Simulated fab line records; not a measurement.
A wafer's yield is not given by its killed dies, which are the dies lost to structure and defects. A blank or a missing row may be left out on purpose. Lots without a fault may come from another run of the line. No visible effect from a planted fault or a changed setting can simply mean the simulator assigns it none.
Code-filled problem report in 8D (eight disciplines) form    flow nand_harc    the parts of the form that need people (team, actions taken, sign-off) are left out

## 1. WHAT IS WRONG
At NHARC_END_SORT_01, sort_bin_2_pct averages 95.2 % over 6 wafers from 2 lots, while fault-free wafers read 2.7 %, standard deviation 1. Measured from the usual mean, that is +92 standard deviations.
First observed at day 29 03:16: wafer L107.1, on prober-01. The record has a number at this step for 33 wafers belonging to 11 lots. The rule behind "out" and "out of limits": a value lying over 4 standard deviations away from the usual mean. The rest of the wafers with a number are treated as sound.

## 2. WHAT THIS IS AND IS NOT
question                     is                                                                                                                   is not
which readings at this step  sort_bin_2_pct, defect_limited_yield, killed_at_array, killed_dies, sort_n_pass, sort_rim_yield_pct, sort_yield_pct  killed_at_other, killed_at_periphery, killed_short, sort_bin_3_pct, sort_bin_4_pct
which lots                   L106, L107                                                                                                           L100, L101, L105, L114, L115, L117, L118, L995, L996
which wafers of those lots   all that have a number                                                                                               -
read on which gauges         prober-01, prober-02                                                                                                 -
when                         from day 29 03:16                                                                                                    up to then (12 sound wafers); but 15 sound wafers of L105, L114, L115, L117, L118 came after

## 3. THE SUSPECTS, EACH WITH WHAT RULES IT OUT
Counting: a tool at any process step up to the reading remains a suspect when it ran all the lots that are out and ran no sound lot after the first of those.
- ruled out: the gauge at NHARC_END_SORT_01. 2 gauges (prober-01, prober-02) read the wafers that are out.
- pvd_sputter-01 at NHARC_A_M1_PVD_21 (deposits Cu, target thk 30 nm, time 20.49 s): kept. Every lot that is out went through it, starting with L106 (day 27 15:33), and after that it ran no sound lot; the last sound lot it ran before then is L100 (day 24 16:16).
After counting, what remains is pvd_sputter-01 at NHARC_A_M1_PVD_21.

## 4. THE CAUSE (what the simulator had put in)
Entire step skipped (pvd_sputter-01, NHARC_A_M1_PVD_21), from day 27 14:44 onward. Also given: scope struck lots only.
Counting left only this tool.

## 5. SEQUENCE OF EFFECTS, ordered by route
One row per reading whose mean, taken over the struck wafers that have a number, lies over 3 standard deviations from the usual. Scope: only readings with a usual standard deviation given in the record; hours: median across lots of the time from each lot's start at the first step in this table that gives one to its start at this step; sigmas: change in usual standard deviations.
hours  step               reading               usual   on struck wafers  change  sigmas
0      NHARC_END_SORT_01  defect_limited_yield  92.5 %  0.0               -92.5   -40
0      NHARC_END_SORT_01  killed_at_array       46      676               +630    +42
0      NHARC_END_SORT_01  killed_dies           50      677               +627    +42
0      NHARC_END_SORT_01  sort_bin_2_pct        2.7 %   95.2              +92.5   +92
0      NHARC_END_SORT_01  sort_n_pass           627     0                 -627    -42
0      NHARC_END_SORT_01  sort_rim_yield_pct    87 %    0                 -87     -19
0      NHARC_END_SORT_01  sort_yield_pct        92.5 %  0.0               -92.5   -40
Readings that are blank on the struck wafers while sound wafers have them: cathode_dc_power_W at NHARC_A_M1_PVD_21; chamber_pressure_pa at NHARC_A_M1_PVD_21; throttle_valve_pct at NHARC_A_M1_PVD_21.

## 6. HOW IT WOULD HAVE BEEN CAUGHT EARLIER
The first out-of-limits reading at a measuring or inspecting step in this record came at day 29 03:16, 37 hours after the fault's start at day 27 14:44.
At NHARC_A_M1_PVD_21 the tool's readings are blank on the struck wafers, where sound wafers have them: an empty tool record is the first sign, and it was there at once.
All the lots that are out (2) had begun NHARC_A_M1_PVD_21 on pvd_sputter-01 by day 29 03:16. A hold on the tool at that time would have spared none of them.
